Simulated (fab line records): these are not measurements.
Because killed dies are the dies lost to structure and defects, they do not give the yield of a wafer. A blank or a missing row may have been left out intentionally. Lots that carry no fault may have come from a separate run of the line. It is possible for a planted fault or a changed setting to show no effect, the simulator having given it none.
Which tool was responsible? + flow nand_harc + 23 lots with 69 wafers sampled at 6 steps, on a route of 1159 steps

## WHAT EACH GAUGE READ, for each wafer
The record lacks any reading of a measuring or inspecting step that a usual standard deviation could be used to judge.

## EACH LOT AND THE TOOL THAT RAN IT (in order: tool; ch and the chambers of the sampled wafers; start)
| lot  | NHARC_A_STAIRCASE_ETCH_225                    | NHARC_A_STAIRCASE_TRIM_226                    | NHARC_A_STAIRCASE_TRIM_235                    | NHARC_A_STAIRCASE_DESCUM_252       | NHARC_A_STAIRCASE_DEP_259       | NHARC_A_STAIRCASE_ETCH_453     |
|------|-----------------------------------------------|-----------------------------------------------|-----------------------------------------------|------------------------------------|---------------------------------|--------------------------------|
| L074 | rie_diel-08 ch 0,1,3, day 11 06:28 or earlier | rie_diel-08 ch 0,1,3, day 11 06:28 or earlier | rie_diel-13 ch 0,1, day 11 06:28 or earlier   | rie_diel-01 ch 1,2,3, day 11 06:28 | pecvd-02 ch 0,1,2, day 11 09:51 | rie_diel-01 ch 0,1,2, no start |
| L076 | rie_diel-08 ch 1,2,3, day 11 17:24 or earlier | rie_diel-08 ch 0,2,3, day 11 17:24 or earlier | rie_diel-01 ch 0,1,2, day 11 17:24 or earlier | rie_diel-13 ch 0,1,2, day 11 17:24 | pecvd-01 ch 0,1,2, day 11 20:13 | rie_diel-13 ch 1,3, no start   |
| L075 | rie_diel-08 ch 1,2,3, day 11 17:58 or earlier | rie_diel-08 ch 0,1,2, day 11 17:58 or earlier | rie_diel-13 ch 0,1,3, day 11 17:58 or earlier | rie_diel-01 ch 0,1,2, day 11 17:58 | pecvd-01 ch 0,1,2, day 11 20:56 | rie_diel-13 ch 0,1,3, no start |
| L077 | rie_diel-08 ch 0,1,2, day 12 01:39 or earlier | rie_diel-08 ch 2,3, day 12 01:39 or earlier   | rie_diel-08 ch 0,1, day 12 01:39 or earlier   | rie_diel-08 ch 0,1, day 12 01:39   | pecvd-02 ch 0,2, day 12 05:15   | rie_diel-01 ch 0,1,3, no start |
| L079 | rie_diel-13 ch 0,1,3, day 12 10:03 or earlier | rie_diel-13 ch 0,1,3, day 12 10:03 or earlier | rie_diel-13 ch 0,1,3, day 12 10:03 or earlier | rie_diel-01 ch 0,2,3, day 12 10:03 | pecvd-01 ch 0,1,2, day 12 14:35 | rie_diel-13 ch 0,2,3, no start |
| L080 | rie_diel-01 ch 0,2,3, day 12 21:59 or earlier | rie_diel-01 ch 0,1,2, day 12 21:59 or earlier | rie_diel-08 ch 0,1,3, day 12 21:59 or earlier | rie_diel-01 ch 0,1,2, day 12 21:59 | pecvd-03 ch 1,2, day 13 01:00   | rie_diel-08 ch 0,2,3, no start |
| L081 | rie_diel-01 ch 0,1,3, day 12 23:16 or earlier | rie_diel-01 ch 0,1,2, day 12 23:16 or earlier | rie_diel-08 ch 0,1,3, day 12 23:16 or earlier | rie_diel-13 ch 1,2,3, day 12 23:16 | pecvd-02 ch 0,1, day 13 02:19   | rie_diel-13 ch 0,2,3, no start |
| L082 | rie_diel-01 ch 1,2,3, day 13 13:11 or earlier | rie_diel-01 ch 0,1, day 13 13:11 or earlier   | rie_diel-01 ch 0,3, day 13 13:11 or earlier   | rie_diel-08 ch 0,2, day 13 13:11   | pecvd-02 ch 0,1,2, day 13 16:04 | rie_diel-01 ch 1,2, no start   |
| L083 | rie_diel-08 ch 0,2, day 13 13:34 or earlier   | rie_diel-08 ch 1,2,3, day 13 13:34 or earlier | rie_diel-08 ch 2,3, day 13 13:34 or earlier   | rie_diel-13 ch 0,2, day 13 13:34   | pecvd-01 ch 0,1,2, day 13 17:07 | rie_diel-08 ch 0,3, no start   |
| L085 | rie_diel-13 ch 0,2, day 14 22:31 or earlier   | rie_diel-13 ch 1,2, day 14 22:31 or earlier   | rie_diel-13 ch 1,2,3, day 14 22:31 or earlier | rie_diel-01 ch 0,2,3, day 14 22:31 | pecvd-03 ch 0,1, day 15 02:05   | rie_diel-08 ch 0,1,2, no start |
| L084 | rie_diel-13 ch 1,2, day 14 22:52 or earlier   | rie_diel-13 ch 0,1,3, day 14 22:52 or earlier | rie_diel-13 ch 0,1,2, day 14 22:52 or earlier | rie_diel-13 ch 1,2,3, day 14 22:52 | pecvd-01 ch 0,1,2, day 15 02:14 | rie_diel-08 ch 0,3, no start   |
| L087 | rie_diel-01 ch 0,1, day 14 23:25 or earlier   | rie_diel-01 ch 0,1, day 14 23:25 or earlier   | rie_diel-01 ch 0,2, day 14 23:25 or earlier   | rie_diel-13 ch 0,2,3, day 14 23:25 | pecvd-03 ch 0,2, day 15 04:08   | rie_diel-13 ch 1,3, no start   |
| L088 | rie_diel-13 ch 0,1,2, day 14 23:49 or earlier | rie_diel-13 ch 1,2,3, day 14 23:49 or earlier | rie_diel-08 ch 1,2, day 14 23:49 or earlier   | rie_diel-01 ch 2,3, day 14 23:49   | pecvd-03 ch 1,2, day 15 04:54   | rie_diel-13 ch 1,2, no start   |
| L086 | rie_diel-01 ch 0,1,2, day 15 00:35 or earlier | rie_diel-01 ch 0,3, day 15 00:35 or earlier   | rie_diel-13 ch 0,2,3, day 15 00:35 or earlier | rie_diel-08 ch 0,2, day 15 00:35   | pecvd-01 ch 0,1,2, day 15 05:59 | rie_diel-01 ch 1,2,3, no start |
| L089 | rie_diel-01 ch 0,2, day 15 05:25 or earlier   | rie_diel-01 ch 0,2, day 15 05:25 or earlier   | rie_diel-01 ch 0,2,3, day 15 05:25 or earlier | rie_diel-13 ch 1,2,3, day 15 05:25 | pecvd-03 ch 1,2, day 15 08:59   | rie_diel-08 ch 0,1,3, no start |
| L090 | rie_diel-13 ch 2,3, day 15 04:19 or earlier   | rie_diel-13 ch 2,3, day 15 04:19 or earlier   | rie_diel-13 ch 0,2, day 15 04:19 or earlier   | rie_diel-13 ch 0,1,3, day 15 04:19 | pecvd-01 ch 0,1,2, day 15 07:11 | rie_diel-13 ch 1,3, no start   |
| L091 | rie_diel-13 ch 0,2,3, day 15 06:52 or earlier | rie_diel-13 ch 2,3, day 15 06:52 or earlier   | rie_diel-01 ch 2,3, day 15 06:52 or earlier   | rie_diel-13 ch 0,2,3, day 15 06:52 | pecvd-01 ch 0,1, day 15 11:08   | rie_diel-01 ch 1,2, no start   |
| L092 | rie_diel-08 ch 1,2,3, day 15 15:01 or earlier | rie_diel-08 ch 0,1,3, day 15 15:01 or earlier | rie_diel-08 ch 0,1,3, day 15 15:01 or earlier | rie_diel-08 ch 0,2,3, day 15 15:01 | pecvd-03 ch 0,2, day 15 18:37   | rie_diel-13 ch 0,1,3, no start |
| L093 | rie_diel-01 ch 0,1,2, day 15 16:28 or earlier | rie_diel-01 ch 0,1,2, day 15 16:28 or earlier | rie_diel-01 ch 1,2,3, day 15 16:28 or earlier | rie_diel-13 ch 0,1,2, day 15 16:28 | pecvd-02 ch 0,1,2, day 15 20:25 | rie_diel-13 ch 0,1,2, no start |
| L094 | rie_diel-08 ch 0,1,2, day 16 03:38 or earlier | rie_diel-08 ch 2,3, day 16 03:38 or earlier   | rie_diel-01 ch 1,2,3, day 16 03:38 or earlier | rie_diel-08 ch 0,1, day 16 03:38   | pecvd-03 ch 0,2, day 16 07:08   | rie_diel-08 ch 0,2, no start   |
| L096 | rie_diel-08 ch 0,1, day 16 17:18 or earlier   | rie_diel-08 ch 0,1, day 16 17:18 or earlier   | rie_diel-08 ch 2,3, day 16 17:18 or earlier   | rie_diel-08 ch 0,2,3, day 16 17:18 | pecvd-02 ch 0,1,2, day 16 21:34 | rie_diel-01 ch 0,1,3, no start |
| L095 | rie_diel-01 ch 0,1,3, day 16 19:14 or earlier | rie_diel-01 ch 0,2,3, day 16 19:14 or earlier | rie_diel-13 ch 0,1,3, day 16 19:14 or earlier | rie_diel-01 ch 0,1,3, day 16 19:14 | pecvd-02 ch 0,1,2, day 16 22:10 | rie_diel-01 ch 0,1,2, no start |
| L097 | rie_diel-08 ch 1,2,3, day 16 22:37 or earlier | rie_diel-08 ch 0,2,3, day 16 22:37 or earlier | rie_diel-08 ch 0,1,2, day 16 22:37 or earlier | rie_diel-08 ch 0,3, day 16 22:37   | pecvd-01 ch 0,1,2, day 17 02:46 | rie_diel-08 ch 0,3, no start   |
- NHARC_A_STAIRCASE_ETCH_225: etches the open film in C4F8/O2, target depth 100 nm, time 40.5 s.
- NHARC_A_STAIRCASE_TRIM_226: chemistry O2, time 211.2 s.
- NHARC_A_STAIRCASE_TRIM_235: chemistry O2, time 211.2 s.
- NHARC_A_STAIRCASE_DESCUM_252: chemistry O2, time 3 s.
- NHARC_A_STAIRCASE_DEP_259: deposits SiON, target thk 30 nm.
- NHARC_A_STAIRCASE_ETCH_453: etches the open film in CF4/O2, target depth 30 nm, overetch 3 nm, time 16.5 s.

## AS READ BY THE TOOLS THEMSELVES (means over the sampled wafers that have a number; for cases with no such wafer, the mark the record gives instead)
NHARC_A_STAIRCASE_ETCH_225. Usual: oes_product_au 0.937 a.u., standard deviation 0.01; rf_vpp_V 895 V, standard deviation 5.
| lot  | tool        | oes_product_au (a.u.) | rf_vpp_V (V) | flag |
|------|-------------|-----------------------|--------------|------|
| L074 | rie_diel-08 | 0.944                 | 895          |      |
| L076 | rie_diel-08 | 0.946                 | 896          |      |
| L075 | rie_diel-08 | 0.941                 | 896          |      |
| L077 | rie_diel-08 | 0.939                 | 898          |      |
| L079 | rie_diel-13 | 0.943                 | 889          |      |
| L080 | rie_diel-01 | 0.926                 | 896          |      |
| L081 | rie_diel-01 | 0.915                 | 900          |      |
| L082 | rie_diel-01 | 0.932                 | 898          |      |
| L083 | rie_diel-08 | 0.939                 | 900          |      |
| L085 | rie_diel-13 | 0.939                 | 892          |      |
| L084 | rie_diel-13 | 0.940                 | 889          |      |
| L087 | rie_diel-01 | 0.924                 | 900          |      |
| L088 | rie_diel-13 | 0.936                 | 890          |      |
| L086 | rie_diel-01 | 0.930                 | 898          |      |
| L089 | rie_diel-01 | 0.934                 | 896          |      |
| L090 | rie_diel-13 | 0.932                 | 889          |      |
| L091 | rie_diel-13 | 0.934                 | 889          |      |
| L092 | rie_diel-08 | 0.945                 | 895          |      |
| L093 | rie_diel-01 | 0.919                 | 897          |      |
| L094 | rie_diel-08 | 0.935                 | 898          |      |
| L096 | rie_diel-08 | 0.947                 | 894          |      |
| L095 | rie_diel-01 | 0.934                 | 898          |      |
| L097 | rie_diel-08 | 0.949                 | 894          |      |

NHARC_A_STAIRCASE_TRIM_226. Usual: drypump_motor_current_A 5.8 A, standard deviation 0.48; oes_product_au 1.001 a.u., standard deviation 0.0074; rf_vpp_V 57.6 V, standard deviation 0.89; showerhead_plenum_p_Torr 3.50 Torr, standard deviation 0.14; throttle_valve_pct 17.036 %, standard deviation 0.0089.
| lot  | tool        | drypump_motor_current_A (A) | oes_product_au (a.u.) | rf_vpp_V (V) | showerhead_plenum_p_Torr (Torr) | throttle_valve_pct (%) | flag |
|------|-------------|-----------------------------|-----------------------|--------------|---------------------------------|------------------------|------|
| L074 | rie_diel-08 | 5.4                         | 1.007                 | 57.6         | 3.47                            | 17.034                 |      |
| L076 | rie_diel-08 | 5.6                         | 1.008                 | 58.1         | 3.56                            | 17.044                 |      |
| L075 | rie_diel-08 | 5.9                         | 1.014                 | 57.5         | 3.59                            | 17.035                 |      |
| L077 | rie_diel-08 | 5.9                         | 1.008                 | 58.1         | 3.60                            | 17.038                 |      |
| L079 | rie_diel-13 | 5.7                         | 1.002                 | 57.5         | 3.33                            | 17.042                 |      |
| L080 | rie_diel-01 | 5.9                         | 0.997                 | 57.1         | 3.60                            | 17.037                 |      |
| L081 | rie_diel-01 | 5.9                         | 0.995                 | 57.6         | 3.60                            | 17.036                 |      |
| L082 | rie_diel-01 | 5.5                         | 0.987                 | 58.8         | 3.67                            | 17.033                 |      |
| L083 | rie_diel-08 | 5.7                         | 1.002                 | 57.2         | 3.50                            | 17.040                 |      |
| L085 | rie_diel-13 | 6.4                         | 1.010                 | 57.1         | 3.39                            | 17.033                 |      |
| L084 | rie_diel-13 | 5.7                         | 0.996                 | 57.0         | 3.32                            | 17.032                 |      |
| L087 | rie_diel-01 | 5.8                         | 0.992                 | 57.5         | 3.64                            | 17.034                 |      |
| L088 | rie_diel-13 | 6.1                         | 1.000                 | 56.7         | 3.33                            | 17.040                 |      |
| L086 | rie_diel-01 | 5.9                         | 1.005                 | 57.3         | 3.57                            | 17.047                 |      |
| L089 | rie_diel-01 | 6.2                         | 0.992                 | 57.7         | 3.57                            | 17.030                 |      |
| L090 | rie_diel-13 | 6.0                         | 1.002                 | 57.7         | 3.39                            | 17.033                 |      |
| L091 | rie_diel-13 | 5.7                         | 0.999                 | 57.5         | 3.33                            | 17.038                 |      |
| L092 | rie_diel-08 | 5.4                         | 0.997                 | 57.5         | 3.45                            | 17.036                 |      |
| L093 | rie_diel-01 | 5.9                         | 1.003                 | 58.1         | 3.58                            | 17.035                 |      |
| L094 | rie_diel-08 | 5.4                         | 1.003                 | 58.0         | 3.47                            | 17.042                 |      |
| L096 | rie_diel-08 | 5.7                         | 0.998                 | 59.3         | 3.47                            | 17.034                 |      |
| L095 | rie_diel-01 | 6.1                         | 1.001                 | 57.4         | 3.53                            | 17.043                 |      |
| L097 | rie_diel-08 | 5.6                         | 1.007                 | 57.7         | 3.54                            | 17.035                 |      |

NHARC_A_STAIRCASE_TRIM_235. Usual: drypump_motor_current_A 5.8 A, standard deviation 0.48; oes_product_au 1.000 a.u., standard deviation 0.0088; rf_vpp_V 57.8 V, standard deviation 0.92; showerhead_plenum_p_Torr 3.48 Torr, standard deviation 0.14; throttle_valve_pct 17.036 %, standard deviation 0.0079.
| lot  | tool        | drypump_motor_current_A (A) | oes_product_au (a.u.) | rf_vpp_V (V) | showerhead_plenum_p_Torr (Torr) | throttle_valve_pct (%) | flag |
|------|-------------|-----------------------------|-----------------------|--------------|---------------------------------|------------------------|------|
| L074 | rie_diel-13 | 5.8                         | 1.001                 | 57.0         | 3.37                            | 17.038                 |      |
| L076 | rie_diel-01 | 5.9                         | 0.991                 | 57.0         | 3.60                            | 17.037                 |      |
| L075 | rie_diel-13 | 5.8                         | 1.000                 | 57.4         | 3.33                            | 17.026                 |      |
| L077 | rie_diel-08 | 5.7                         | 1.014                 | 57.7         | 3.49                            | 17.032                 |      |
| L079 | rie_diel-13 | 5.7                         | 0.997                 | 57.1         | 3.33                            | 17.034                 |      |
| L080 | rie_diel-08 | 5.4                         | 1.010                 | 57.5         | 3.46                            | 17.033                 |      |
| L081 | rie_diel-08 | 5.5                         | 1.006                 | 57.4         | 3.46                            | 17.032                 |      |
| L082 | rie_diel-01 | 6.0                         | 0.995                 | 58.4         | 3.60                            | 17.034                 |      |
| L083 | rie_diel-08 | 5.4                         | 0.997                 | 58.1         | 3.47                            | 17.042                 |      |
| L085 | rie_diel-13 | 6.0                         | 0.998                 | 56.7         | 3.33                            | 17.034                 |      |
| L084 | rie_diel-13 | 6.0                         | 0.999                 | 57.7         | 3.37                            | 17.034                 |      |
| L087 | rie_diel-01 | 6.2                         | 1.002                 | 58.5         | 3.57                            | 17.030                 |      |
| L088 | rie_diel-08 | 5.9                         | 1.008                 | 58.6         | 3.51                            | 17.033                 |      |
| L086 | rie_diel-13 | 5.7                         | 0.997                 | 57.9         | 3.37                            | 17.030                 |      |
| L089 | rie_diel-01 | 6.1                         | 0.995                 | 57.9         | 3.54                            | 17.035                 |      |
| L090 | rie_diel-13 | 5.7                         | 1.003                 | 58.0         | 3.41                            | 17.028                 |      |
| L091 | rie_diel-01 | 5.9                         | 0.991                 | 57.6         | 3.51                            | 17.039                 |      |
| L092 | rie_diel-08 | 5.4                         | 1.005                 | 57.3         | 3.45                            | 17.039                 |      |
| L093 | rie_diel-01 | 5.7                         | 1.001                 | 58.4         | 3.56                            | 17.036                 |      |
| L094 | rie_diel-01 | 5.7                         | 1.000                 | 58.1         | 3.55                            | 17.034                 |      |
| L096 | rie_diel-08 | 5.9                         | 1.016                 | 58.4         | 3.58                            | 17.041                 |      |
| L095 | rie_diel-13 | 5.8                         | 0.995                 | 57.6         | 3.31                            | 17.038                 |      |
| L097 | rie_diel-08 | 5.9                         | 0.997                 | 58.5         | 3.56                            | 17.045                 |      |

NHARC_A_STAIRCASE_DESCUM_252. Usual: drypump_motor_current_A 5.8 A, standard deviation 0.49; oes_product_au 1.001 a.u., standard deviation 0.0082; rf_vpp_V 57.7 V, standard deviation 0.83; showerhead_plenum_p_Torr 1.88 Torr, standard deviation 0.081; throttle_valve_pct 11.312 %, standard deviation 0.0083.
| lot  | tool        | drypump_motor_current_A (A) | oes_product_au (a.u.) | rf_vpp_V (V) | showerhead_plenum_p_Torr (Torr) | throttle_valve_pct (%) | flag |
|------|-------------|-----------------------------|-----------------------|--------------|---------------------------------|------------------------|------|
| L074 | rie_diel-01 | 5.7                         | 1.004                 | 58.4         | 1.94                            | 11.315                 |      |
| L076 | rie_diel-13 | 6.0                         | 0.995                 | 56.9         | 1.83                            | 11.305                 |      |
| L075 | rie_diel-01 | 5.9                         | 0.996                 | 58.1         | 1.96                            | 11.313                 |      |
| L077 | rie_diel-08 | 5.7                         | 1.011                 | 57.6         | 1.89                            | 11.311                 |      |
| L079 | rie_diel-01 | 6.1                         | 0.995                 | 58.0         | 1.93                            | 11.315                 |      |
| L080 | rie_diel-01 | 5.9                         | 0.990                 | 58.1         | 1.95                            | 11.305                 |      |
| L081 | rie_diel-13 | 6.0                         | 0.998                 | 58.2         | 1.81                            | 11.313                 |      |
| L082 | rie_diel-08 | 5.8                         | 1.008                 | 58.6         | 1.97                            | 11.316                 |      |
| L083 | rie_diel-13 | 5.7                         | 1.007                 | 57.8         | 1.85                            | 11.308                 |      |
| L085 | rie_diel-01 | 6.1                         | 0.988                 | 58.1         | 1.92                            | 11.315                 |      |
| L084 | rie_diel-13 | 6.0                         | 0.996                 | 57.3         | 1.80                            | 11.312                 |      |
| L087 | rie_diel-13 | 5.7                         | 1.001                 | 57.2         | 1.82                            | 11.313                 |      |
| L088 | rie_diel-01 | 5.9                         | 0.999                 | 58.4         | 1.90                            | 11.312                 |      |
| L086 | rie_diel-08 | 5.8                         | 1.011                 | 57.6         | 1.97                            | 11.317                 |      |
| L089 | rie_diel-13 | 6.0                         | 0.999                 | 57.4         | 1.80                            | 11.309                 |      |
| L090 | rie_diel-13 | 5.7                         | 0.999                 | 57.4         | 1.79                            | 11.308                 |      |
| L091 | rie_diel-13 | 5.7                         | 1.006                 | 57.1         | 1.82                            | 11.309                 |      |
| L092 | rie_diel-08 | 5.6                         | 1.009                 | 58.0         | 1.92                            | 11.322                 |      |
| L093 | rie_diel-13 | 6.1                         | 0.999                 | 57.4         | 1.82                            | 11.315                 |      |
| L094 | rie_diel-08 | 5.6                         | 1.010                 | 58.5         | 1.91                            | 11.308                 |      |
| L096 | rie_diel-08 | 5.6                         | 1.006                 | 58.0         | 1.92                            | 11.311                 |      |
| L095 | rie_diel-01 | 5.7                         | 1.003                 | 58.8         | 1.96                            | 11.307                 |      |
| L097 | rie_diel-08 | 5.2                         | 1.009                 | 58.0         | 1.85                            | 11.307                 |      |

NHARC_A_STAIRCASE_DEP_259. Usual: heater_power_w at 788 W, with a standard deviation of 63.
| lot  | tool     | heater_power_w (W) | flag |
|------|----------|--------------------|------|
| L074 | pecvd-02 | 773                |      |
| L076 | pecvd-01 | 776                |      |
| L075 | pecvd-01 | 753                |      |
| L077 | pecvd-02 | 760                |      |
| L079 | pecvd-01 | 785                |      |
| L080 | pecvd-03 | 883                |      |
| L081 | pecvd-02 | 755                |      |
| L082 | pecvd-02 | 739                |      |
| L083 | pecvd-01 | 786                |      |
| L085 | pecvd-03 | 784                |      |
| L084 | pecvd-01 | 736                |      |
| L087 | pecvd-03 | 857                |      |
| L088 | pecvd-03 | 881                |      |
| L086 | pecvd-01 | 762                |      |
| L089 | pecvd-03 | 772                |      |
| L090 | pecvd-01 | 746                |      |
| L091 | pecvd-01 | 820                |      |
| L092 | pecvd-03 | 867                |      |
| L093 | pecvd-02 | 773                |      |
| L094 | pecvd-03 | 877                |      |
| L096 | pecvd-02 | 753                |      |
| L095 | pecvd-02 | 771                |      |
| L097 | pecvd-01 | 801                |      |

NHARC_A_STAIRCASE_ETCH_453. Usual: drypump_motor_current_A 5.7 A, standard deviation 0.5; oes_product_au 1.000 a.u., standard deviation 0.0083; rf_vpp_V 197.2 V, standard deviation 1.4; showerhead_plenum_p_Torr 1.31 Torr, standard deviation 0.055; throttle_valve_pct 13.398 %, standard deviation 0.0091.
| lot  | tool        | drypump_motor_current_A (A) | oes_product_au (a.u.) | rf_vpp_V (V) | showerhead_plenum_p_Torr (Torr) | throttle_valve_pct (%) | flag |
|------|-------------|-----------------------------|-----------------------|--------------|---------------------------------|------------------------|------|
| L074 | rie_diel-01 | 5.9                         | 0.999                 | 198.3        | 1.36                            | 13.405                 |      |
| L076 | rie_diel-13 | 5.7                         | 0.990                 | 195.7        | 1.24                            | 13.390                 |      |
| L075 | rie_diel-13 | 5.7                         | 0.992                 | 196.3        | 1.26                            | 13.400                 |      |
| L077 | rie_diel-01 | 5.7                         | 0.998                 | 198.5        | 1.37                            | 13.400                 |      |
| L079 | rie_diel-13 | 5.7                         | 0.997                 | 195.8        | 1.28                            | 13.393                 |      |
| L080 | rie_diel-08 | 5.6                         | 1.000                 | 198.8        | 1.34                            | 13.395                 |      |
| L081 | rie_diel-13 | 5.7                         | 1.001                 | 196.0        | 1.28                            | 13.398                 |      |
| L082 | rie_diel-01 | 5.5                         | 0.993                 | 198.4        | 1.37                            | 13.401                 |      |
| L083 | rie_diel-08 | 5.4                         | 1.004                 | 198.1        | 1.33                            | 13.394                 |      |
| L085 | rie_diel-08 | 5.9                         | 1.012                 | 198.5        | 1.35                            | 13.403                 |      |
| L084 | rie_diel-08 | 5.4                         | 1.000                 | 198.0        | 1.33                            | 13.396                 |      |
| L087 | rie_diel-13 | 5.7                         | 1.000                 | 195.3        | 1.24                            | 13.412                 |      |
| L088 | rie_diel-13 | 6.4                         | 1.005                 | 196.8        | 1.26                            | 13.402                 |      |
| L086 | rie_diel-01 | 5.7                         | 1.002                 | 197.7        | 1.35                            | 13.397                 |      |
| L089 | rie_diel-08 | 5.4                         | 1.007                 | 196.1        | 1.31                            | 13.401                 |      |
| L090 | rie_diel-13 | 6.0                         | 0.998                 | 195.9        | 1.24                            | 13.388                 |      |
| L091 | rie_diel-01 | 5.5                         | 1.006                 | 197.8        | 1.37                            | 13.391                 |      |
| L092 | rie_diel-13 | 5.7                         | 0.999                 | 195.9        | 1.25                            | 13.394                 |      |
| L093 | rie_diel-13 | 6.1                         | 0.999                 | 195.7        | 1.27                            | 13.406                 |      |
| L094 | rie_diel-08 | 5.8                         | 1.011                 | 198.1        | 1.37                            | 13.391                 |      |
| L096 | rie_diel-01 | 5.7                         | 0.991                 | 197.6        | 1.37                            | 13.389                 |      |
| L095 | rie_diel-01 | 5.9                         | 1.001                 | 197.6        | 1.35                            | 13.397                 |      |
| L097 | rie_diel-08 | 5.4                         | 0.997                 | 198.2        | 1.32                            | 13.404                 |      |

## THE ANSWER, worked out from the rows above alone
Rule: take the mean of a lot's wafers that have a number; if it is more than 3 standard deviations from the usual mean, the lot is off. A lot without any number at a reading at which 4 lots or more have one is off too. The other lots that the step has rows for count as sound. Order of review: gauges by route order, followed by the tools' own readings, for which a lot's mean as printed above is used. At the first step where some lot is off, the reading lying furthest off is the one used; lots without a number count as furthest.
No lot is off on any of the readings shown, so nothing can be concluded from this.

## WHAT THE SIMULATOR HAD INSERTED
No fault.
